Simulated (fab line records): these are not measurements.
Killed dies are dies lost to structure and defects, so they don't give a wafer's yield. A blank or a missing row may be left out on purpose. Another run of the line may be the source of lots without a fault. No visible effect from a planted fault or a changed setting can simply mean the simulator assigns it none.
The same fault as seen by 2 desks ; flow n5_finfet ; each desk has only its own numbers; what lay behind them comes last

METROLOGY DESK
What the gauges read, lot by lot, whatever tool the lot ran on: means of the sampled wafers that have a number. The brackets show how far a lot's mean lies from the usual mean; more than 4 standard deviations puts the lot out of limits, marked OUT.
Columns: A = cd_nm at N5_HKMG_FIN_CD_MEAS_49, usual 202.3 nm
lot;first seen here;A
L497;day 3 22:40;202.9
L498;day 4 08:29;202.0
L502;day 5 09:40;228.5 (+48) OUT
L503;day 5 14:11;227.9 (+47) OUT
L505;day 6 02:02;240.2 (+69) OUT
L512;day 7 21:58;202.5
L515;day 8 14:42;202.0
L516;day 8 22:41;202.4
L517;day 8 22:48;202.2
L518;day 9 06:59;202.4
L519;day 9 18:16;202.5
This desk's verdict: out of limits on L502, L503, L505, starting with L502 at day 5 09:40 (cd_nm at N5_HKMG_FIN_CD_MEAS_49). L497, L498, L512, L515, L516, L517, L518, L519: within limits.

FOR THE TOOL OWNER'S DESK: arfi_scanner-03
The tool's own readings at N5_HKMG_FIN_EXPOSE_46 (exposes mask NDIPOLE): means of the sampled wafers that have a number, for each lot that ran on this tool. The brackets show how far a lot's mean lies from the usual mean; more than 4 standard deviations puts the lot out of limits, marked OUT.
Columns: A = reticle_temp_C at N5_HKMG_FIN_EXPOSE_46, usual 23.01 C
lot;first seen here;A
L497;day 3 22:34;22.97
L498;day 4 08:22;23.08
L502;day 5 09:33;22.93
L503;day 5 14:05;22.99
L505;day 6 01:55;23.02
L518;day 9 06:52;22.94
L519;day 9 18:08;22.96
Finding of this desk: none of the 7 lots has anything out of limits.

ALL TOGETHER
L502, L503, L505 would have let the metrology desk raise an alarm at day 5 09:40.
The desk of the tool owner found nothing out of limits.
On record at the tool owner's desk: L502, L503, L505, within its limits.
On arfi_scanner-03, each named lot ran N5_HKMG_FIN_EXPOSE_46.

WHAT THE SIMULATOR HAD PUT IN
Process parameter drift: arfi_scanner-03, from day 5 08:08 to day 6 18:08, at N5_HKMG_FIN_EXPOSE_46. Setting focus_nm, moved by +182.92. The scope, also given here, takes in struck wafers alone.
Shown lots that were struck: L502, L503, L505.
Delay in hours, fault start to first out-of-limits reading, per desk: metrology desk 2.
